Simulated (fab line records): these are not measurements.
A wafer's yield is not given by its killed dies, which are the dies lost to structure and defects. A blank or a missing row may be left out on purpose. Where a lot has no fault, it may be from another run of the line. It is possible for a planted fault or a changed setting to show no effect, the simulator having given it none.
Struck lot and sound lot, side by side	flow nand-harc	14 steps out of a route of 1302
Sound: these wafers, L925.1, L925.2, L925.5. The struck wafers were L933.1, L933.4, L933.6. Last of all comes the cause.
Per side, at each step with rows, come the tool, then ch with its chambers, and then its first start. Under that, the readings that differ: sound wafers	struck wafers	difference of the means	sigmas: that difference in standard deviations of wafers without a fault.
alike: readings with means less than 2 such deviations apart, plus words and numbers identical on both sides. not compared: withheld readings, readings lacking a value on some wafer, bounds such as >300 that could conceal the same value, and numbers that have no deviation in the record and whose values overlap.
The two part at a step that has a row with sigmas, a row that says differs or no value, or rows on one side only. Numbers that have no deviation but don't overlap get no sigmas and don't part them. Lack of a reading on every wafer of one side parts them only where that side has two or more wafers.

first, 9 steps without rows for these wafers: NHARC_A_STAIRCASE_DEHYDRATE_209 (time 120 s); NHARC_A_STAIRCASE_HMDS_210 (time 30 s); NHARC_A_STAIRCASE_COAT_211; NHARC_A_STAIRCASE_SOFTBAKE_212 (time 170 s); NHARC_A_STAIRCASE_EBR_213; NHARC_A_STAIRCASE_EXPOSE_214 (exposes mask STAIR 3); NHARC_A_STAIRCASE_PEB_215 (peb time 130 s); NHARC_A_STAIRCASE_DEVELOP_216 (time 140 s); NHARC_A_STAIRCASE_HARDBAKE_218 (time 140 s).
NHARC_A_STAIRCASE_DESCUM_219: chemistry O2, time 3 s.
  sound on rie-diel-12 ch 0,2,3, day 20 03:15; struck on rie-diel-07 ch 0,3, day 23 11:23
  alike: drypump-motor-current-A, oes-product-au, rf-vpp-V, showerhead-plenum-p-Torr, throttle-valve-pct
  not compared: rf-hours-counter-h
NHARC_A_STAIRCASE_TRIM_220: chemistry O2, time 211.2 s.
  sound on rie-diel-12 ch 1,2, day 20 03:31; struck on rie-diel-07 ch 0,1,2, day 23 11:30
  alike: drypump-motor-current-A, oes-product-au, rf-vpp-V, showerhead-plenum-p-Torr, throttle-valve-pct
  not compared: rf-hours-counter-h
NHARC_A_STAIRCASE_ETCH_221: etches the open film in C4F8/O2, target depth 100 nm, time 40.5 s.
  sound on rie-diel-12 ch 0,1,2, day 20 03:40; struck on rie-diel-07 ch 1,3, day 23 11:37
reading	sound	struck	difference	sigmas
oes-product-au (a.u.)	0.911 0.950 0.924	1.113 1.167 1.167	+0.221	+11
  alike: rf-fwd-power-W, rf-vpp-V
  not compared: rf-hours-counter-h
NHARC_A_STAIRCASE_TRIM_222: chemistry O2, time 211.2 s.
  sound on rie-diel-12 ch 2,3; struck on rie-diel-07 ch 0,3
  alike: drypump-motor-current-A, oes-product-au, rf-vpp-V, showerhead-plenum-p-Torr, throttle-valve-pct
  not compared: rf-hours-counter-h
-- record jumps: 8 days between struck wafers' starts before vs after; left off in module A_STAIRCASE, resumes in module END, first step shown is number 1302 of the route --
NHARC_END_SORT_01:
  sound on prober-01 ch 0, day 28 14:14; struck on prober-02 ch 0, day 31 17:10
reading	sound	struck	difference	sigmas
killed-at-array	32 39 47	670 673 671	+632	+37
killed-dies	37 44 51	677 677 677	+633	+40
  alike: killed-at-other, killed-at-periphery, killed-open, killed-short

WHERE THEY PART
Earliest at NHARC_A_STAIRCASE_ETCH_221; latest, in this record, at NHARC_END_SORT_01.

WHY: what had been put in by the simulator
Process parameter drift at NHARC_A_STAIRCASE_ETCH_221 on rie-diel-07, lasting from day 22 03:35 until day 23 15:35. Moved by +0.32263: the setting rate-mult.
